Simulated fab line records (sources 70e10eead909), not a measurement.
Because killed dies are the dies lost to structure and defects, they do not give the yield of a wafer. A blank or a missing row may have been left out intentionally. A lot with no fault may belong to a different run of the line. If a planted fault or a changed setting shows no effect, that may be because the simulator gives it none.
Problem report in the 8D (eight disciplines) form, filled by code | flow nand_harc | the parts of the form that need people (team, actions taken, sign-off) are left out

## 1. THE PROBLEM
At NHARC_A_ONON_D2_THK_MEAS_05, thk_nm averages 697 nm over 6 wafers from 2 lots, while fault-free wafers read 1002 nm, standard deviation 9.1. Relative to the usual mean, that is a shift of -34 standard deviations.
The step: measures by ellipsometry.
The first sign was on wafer L608.2 at day 15 14:17, on film_metro-02. At this step, 42 wafers from 14 lots have a number in the record. By rule, "out" or "out of limits" means more than 4 standard deviations away from the usual mean. The other wafers with a number count as sound.

## 2. WHAT THIS IS AND IS NOT
question                    | is                           | is not
which readings at this step | thk_nm                       | -
which lots                  | L608, L611                   | L600, L601, L602, L603, L604, L607, L616, L617, L619, L620, L621, L622
which wafers of those lots  | all that have a number       | -
read on which gauges        | film_metro-01, film_metro-02 | -
when                        | from day 15 14:17            | up to then (18 sound wafers); but 18 sound wafers of L616, L617, L619, L620, L621, L622 came after

## 3. WHAT RULES OUT EACH SUSPECT
Counting: a tool at a process step up to the reading stays a suspect if it ran every lot that is out and no sound lot after the first of them.
- the gauge at NHARC_A_ONON_D2_THK_MEAS_05 is ruled out. Those wafers that are out were read across 2 gauges (film_metro-01, film_metro-02).
- rie_diel-05 at NHARC_A_CHANNEL_FILL_D1_STRIP_28 (strips in O2, time 20 s): ruled out as a lasting fault. Following L608 (day 13 04:26), the first lot on it that is out, the sound lots L616, L620 were run on it.
- pecvd_onon-02 at NHARC_A_ONON_D2_DEP_03 (target thk 1000 nm): ruled out as a lasting fault. Following L608 (day 15 13:50), the first lot on it that is out, the sound lots L616, L619 were run on it.
Left after counting: nothing in the record.

## 4. THE CAUSE (what the simulator had put in)
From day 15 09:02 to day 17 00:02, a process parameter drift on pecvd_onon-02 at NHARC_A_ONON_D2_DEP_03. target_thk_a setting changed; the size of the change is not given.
It was ruled out by counting, in error; the rule expects a fault to strike all lots run on its tool from its start on, and this fault did not.

## 5. SEQUENCE OF EFFECTS, ordered by route
Rows list readings where the struck wafers' mean (over those with a number) sits beyond 3 standard deviations from the usual. Scope: only readings with a usual standard deviation given in the record; hours: median across lots of the time from each lot's start at the first step in this table that gives one to its start at this step; sigmas: change in usual standard deviations.
hours | step                        | reading         | usual   | on struck wafers | change | sigmas
0     | NHARC_A_ONON_D2_THK_MEAS_05 | thk_nm          | 1002 nm | 697              | -305   | -34
283   | NHARC_END_SORT_01           | killed_at_array | 52      | 671              | +619   | +31
283   | NHARC_END_SORT_01           | killed_dies     | 57      | 677              | +620   | +31

## 6. HOW IT WOULD HAVE BEEN CAUGHT EARLIER
In this record the first reading out of limits at a measuring or inspecting step was taken at day 15 14:17, 5 hours after the fault began at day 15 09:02.
